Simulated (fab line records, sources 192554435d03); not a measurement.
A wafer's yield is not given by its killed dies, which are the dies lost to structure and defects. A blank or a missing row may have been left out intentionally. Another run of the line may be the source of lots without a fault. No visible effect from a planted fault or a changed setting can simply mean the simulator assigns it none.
Comparing a struck lot with a sound one -- flow n5 finfet -- 25 out of 1938 route steps
Sound: these wafers, L506.3, L506.4, L506.6. Wafers L510.2, L510.4, L510.5 were the ones struck. At the end, the cause is stated.
At each step with rows: each side's tool, then ch and its chambers, then its first start. Under that, the readings that differ: sound wafers -- struck wafers -- difference of the means -- sigmas: that difference in standard deviations of wafers without a fault.
alike: words and numbers the same on both sides, and readings whose means are apart by under 2 such deviations; not compared: readings that were withheld, readings missing a value for some wafer, numbers with overlapping values and no deviation given by the record, and bounds like >300 which may hide the same value.
Wherever a step has rows on one side only, a row that says differs or no value, or a row with sigmas, the two part there. Non-overlapping numbers with no deviation appear without sigmas and do not part them. A reading that every wafer of one side lacks parts them only if that side has two wafers or more.

N5_BEOL_M9_INSPECT_13: inspects for defects (brightfield).
  struck on defect inspect-02, day 11 11:14; sound on defect inspect-02, day 10 03:04
  alike: raw defect count
N5_BEOL_M9_DESCUM_16: chemistry O2, time 7.9 s.
  sound on rie diel-05 ch 0,1, day 10 03:08; struck on rie diel-03 ch 0,1,3, day 11 12:35
  alike: drypump motor current A, oes product au, rf vpp V, showerhead plenum p Torr, throttle valve pct
  not compared: rf hours counter h
N5_BEOL_M9_ETCH_61: etches SiARC in CF4, target depth 39 nm, time 65 s.
  sound on rie diel-05 ch 0,1, day 10 03:10; struck on rie diel-03 ch 0,1,3, day 11 12:37
  alike: drypump motor current A, etch rf on time s, oes product au, rf vpp V, showerhead plenum p Torr, throttle valve pct
  not compared: rf hours counter h
then, 3 steps without rows for these wafers: N5_BEOL_M9_ETCH_62 (etches SOC in N2/H2, target depth 110 nm, overetch 22 nm, time 165 s); N5_BEOL_M9_STRIP_68 (strips in N2/H2); N5_BEOL_M9_STRIP_67 (strips in CF4).
N5_BEOL_M9_HM_OPEN_17: chemistry Cl2/BCl3, target TiN, target depth 20 nm, overetch 6 nm.
  sound on rie metal-02 ch 0,1, day 10 03:26; struck on rie metal-02 ch 0,1, day 11 12:52
  alike: drypump motor current A, oes_ar_750_au, oes product au, throttle valve pct
  not compared: rf hours counter h
N5_BEOL_M9_STRIP_19: strips in O2.
  sound on rie diel-06 ch 2,3, day 10 03:35; struck on rie diel-06 ch 0,1,3, day 11 12:59
  alike: drypump motor current A, oes product au, rf vpp V, showerhead plenum p Torr, throttle valve pct
  not compared: rf hours counter h
N5_BEOL_M9_CD_MEAS_18: pitch 140 nm, target cd 70 nm.
  struck on cd sem-03, day 11 13:04; sound on cd sem-01, day 10 03:39
  alike: cd nm
then, 3 steps without rows for these wafers: N5_BEOL_M9_COAT_63 (time 60 s, resist thk 60 nm); N5_BEOL_M9_COAT_64 (time 60 s, resist thk 12 nm); N5_BEOL_M9_COAT_75 (time 60 s, resist thk 5 nm).
N5_BEOL_M9_COAT_22: resist thk 30 nm.
  sound on litho track-05 ch 0, day 10 05:37; struck on litho track-05 ch 0, day 11 16:29
reading,sound,struck,difference,sigmas
spin speed rpm (rpm),1499.4 1499.3 1500.7,1374.8 1376.0 1373.5,-125.0,-99 or more
model.CAR-EUV_of_BEOL_M9_COAT_22.thk nm (nm),30 30 30,31.4 31.4 31.4,+1.4,
then, 5 steps without rows for these wafers: N5_BEOL_M9_EBR_24; N5_BEOL_M9_SOFTBAKE_23 (time 60 s); N5_BEOL_M9_EXPOSE_25 (exposes mask V8); N5_BEOL_M9_PEB_26 (peb time 60 s); N5_BEOL_M9_DEVELOP_27 (develop time 30 s).
N5_BEOL_M9_CD_MEAS_28: target cd 70 nm.
  sound on cd sem-02 ch 0, day 10 05:55; struck on cd sem-01 ch 0, day 11 16:52
  alike: cd nm
N5_BEOL_M9_OVL_MEAS_29:
  sound on overlay-01 ch 0, day 10 05:58; struck on overlay-01 ch 0, day 11 16:55
  alike: V8_OVL
N5_BEOL_M9_INSPECT_30: inspects for defects (brightfield).
  struck on defect inspect-02, day 11 16:58; sound on defect inspect-01, day 10 06:00
  alike: raw defect count
then, 2 steps without rows for these wafers: N5_BEOL_M9_DESCUM_33 (chemistry O2, time 7 s); N5_BEOL_M9_ETCH_76 (etches underlayer in N2/H2, target depth 6.5 nm, time 5.2 s).
N5_BEOL_M9_ETCH_65: etches SiARC in CF4, target depth 15.6 nm, time 26 s.
  sound on rie diel-06 ch 1,2,3, day 10 06:16; struck on rie diel-03 ch 0,1,3, day 11 17:03
reading,sound,struck,difference,sigmas
model.CAR-EUV_of_BEOL_M9_COAT_22.thk nm (nm),11.2 11.2 11.2,12.4 12.4 12.6,+1.3,
  alike: drypump motor current A, etch rf on time s, oes product au, rf vpp V, showerhead plenum p Torr, throttle valve pct
  not compared: rf hours counter h
N5_BEOL_M9_ETCH_66: etches SOC in N2/H2, target depth 80 nm, overetch 16 nm, time 120 s.
  sound on rie diel-06 ch 1,2,3, day 10 06:17; struck on rie diel-03 ch 0,1,3, day 11 17:05
  alike: drypump motor current A, h2 flow sccm, oes product au, rf vpp V, showerhead plenum p Torr, throttle valve pct
  not compared: rf hours counter h

== WHERE THEY PART ==
Only at N5_BEOL_M9_COAT_22, within this record. Later steps at which nothing parts them and some readings are alike: N5_BEOL_M9_CD_MEAS_28, N5_BEOL_M9_OVL_MEAS_29, N5_BEOL_M9_INSPECT_30, N5_BEOL_M9_ETCH_65, N5_BEOL_M9_ETCH_66.

WHY: what the simulator had put in
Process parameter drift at N5_BEOL_M9_COAT_22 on litho track-05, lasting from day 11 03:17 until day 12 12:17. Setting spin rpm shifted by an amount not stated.
